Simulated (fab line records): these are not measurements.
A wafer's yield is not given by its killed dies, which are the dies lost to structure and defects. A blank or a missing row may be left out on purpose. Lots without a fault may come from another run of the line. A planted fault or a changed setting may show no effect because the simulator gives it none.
Split-lot study | flow n5-finfet | on a route of 1938 steps: 7 lots, 21 wafers read

## THE SPLIT ITSELF
At N5_BEOL_M6_COAT_60 (time 60 s, resist thk 35 nm), the setting spin-rpm was moved away from the recipe's 1500 rpm on 7 of the 21 wafers read, by -10.9% to +10.0%. This setting was run at the recipe's value on the other wafers.

## FROM THE SPLIT TO THE READING: what the file shows between them, 4 steps
- N5_BEOL_M6_COAT_05: resist thk 90 nm
- N5_BEOL_M6_EBR_07
- N5_BEOL_M6_DESCUM_16: chemistry O2, time 7.9 s
- N5_BEOL_M6_ETCH_61: etches SiARC in CF4, target depth 45.5 nm, time 75.8 s

## THE READING
SiARC_of_BEOL_M6_COAT_60.thk-nm (the simulator's own value, which no gauge read), in nm, at N5_BEOL_M6_ETCH_62 (etches SOC in N2/H2, target depth 110 nm, overetch 22 nm, time 165 s). The file does not state a usual value for it. Here, 14 wafers ran the recipe; their average is 28.5 nm with a standard deviation of 0.16 nm.

wafer  | tool, chamber at the split | spin-rpm as run, rpm | against the recipe | SiARC_of_BEOL_M6_COAT_60.thk-nm, nm | against lot-mates on the recipe
L075.1 | litho-track-03, 0          | 1500                 | recipe             | 28.4                                | -
L075.3 | litho-track-03, 0          | 1336                 | -10.9%             | 30                                  | +1.6
L075.6 | litho-track-03, 0          | 1336                 | -10.9%             | 30.2                                | +1.8
L076.4 | litho-track-02, 0          | 1500                 | recipe             | 28.6                                | -
L076.5 | litho-track-02, 0          | 1410                 | -6.0%              | 29.6                                | +1.1
L076.6 | litho-track-02, 0          | 1500                 | recipe             | 28.4                                | -
L084.1 | litho-track-02, 0          | 1340                 | -10.7%             | 30.2                                | +1.8
L084.2 | litho-track-02, 0          | 1500                 | recipe             | 28.4                                | -
L084.3 | litho-track-02, 0          | 1500                 | recipe             | 28.4                                | -
L087.1 | litho-track-05, 0          | 1650                 | +10.0%             | 27                                  | -1.7
L087.2 | litho-track-05, 0          | 1500                 | recipe             | 28.8                                | -
L087.6 | litho-track-05, 0          | 1500                 | recipe             | 28.6                                | -
L092.2 | litho-track-02, 0          | 1500                 | recipe             | 28.8                                | -
L092.3 | litho-track-02, 0          | 1500                 | recipe             | 28.6                                | -
L092.6 | litho-track-02, 0          | 1500                 | recipe             | 28.6                                | -
L090.1 | litho-track-05, 0          | 1500                 | recipe             | 28.2                                | -
L090.3 | litho-track-05, 0          | 1555                 | +3.7%              | 27.2                                | -1.0
L090.6 | litho-track-05, 0          | 1555                 | +3.7%              | 27.4                                | -0.8
L097.1 | litho-track-05, 0          | 1500                 | recipe             | 28.4                                | -
L097.6 | litho-track-05, 0          | 1500                 | recipe             | 28.4                                | -
L097.5 | litho-track-05, 0          | 1500                 | recipe             | 28.6                                | -

FIT RESULTS
A straight line over all 21 wafers: SiARC_of_BEOL_M6_COAT_60.thk-nm changes by -0.164 nm for each +1% of spin-rpm; r = -0.96; the points scatter about the line by 0.25 nm.
The same after taking each lot's own level away (the mean of its wafers on the recipe; 21 wafers): -0.169 nm for each +1%; r = -0.99; scatter 0.13 nm.
Per that fit: largest spin-rpm move, reading shift of 1.9 nm.
Across the lots, their own levels run from 28.20 to 28.70 nm, a range of 3.0 times the standard deviation given above.
Hence the lot-to-lot level has little effect on the slope; both slopes agree.
Check: with one of the wafers moved furthest among these (-10.9%) left out of the fit, the line predicts +1.88 nm for it against its lot-mates. It came out at +1.6 nm against them.

## OTHER SPLITS ON THESE WAFERS
These wafers also went through other splits before the reading. Each is held against what the fit with the lots' levels taken away leaves over:
other split on the same wafers   | wafers away from the commonest value | r with SiARC_of_BEOL_M6_COAT_60.thk-nm (lot level and that fit taken away)
N5_BEOL_M4_TRENCH_ETCH_37 bias-w | 7                                    | -0.19
N5_BEOL_M5_EXPOSE_08 dose-mj     | 8                                    | -0.14
N5_BEOL_M5_ETCH_72 bias-w        | 5                                    | -0.18

## THE WHOLE CHAIN: every reading that the file lists as answering this split, in the file's order
step               | what it does                                                         | reading                                                                            | change (the file's fit)               | r (the file's)
N5_BEOL_M6_COAT_60 | time 60 s, resist thk 35 nm                                          | SiARC_of_BEOL_M6_COAT_60.thk-nm (the simulator's own value, which no gauge read)   | -0.182 nm for each +1% of the setting | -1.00
N5_BEOL_M6_ETCH_61 | etches SiARC in CF4, target depth 45.5 nm, time 75.8 s               | etch-rf-on-time-s                                                                  | withheld for each +1% of the setting  | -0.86
N5_BEOL_M6_ETCH_61 | etches SiARC in CF4, target depth 45.5 nm, time 75.8 s               | etch.depth-nm (the simulator's own value, which no gauge read)                     | -0.184 nm for each +1% of the setting | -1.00
N5_BEOL_M6_ETCH_61 | etches SiARC in CF4, target depth 45.5 nm, time 75.8 s               | CAR-ArF_of_BEOL_M6_COAT_05.thk-nm (the simulator's own value, which no gauge read) | +0.167 nm for each +1% of the setting | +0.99
N5_BEOL_M6_ETCH_62 | etches SOC in N2/H2, target depth 110 nm, overetch 22 nm, time 165 s | SiARC_of_BEOL_M6_COAT_60.thk-nm (the simulator's own value, which no gauge read)   | -0.169 nm for each +1% of the setting | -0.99

## THE FILE'S OWN FIT
SiARC_of_BEOL_M6_COAT_60.thk-nm changes by -0.169 nm for each +1% of spin-rpm, r = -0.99.
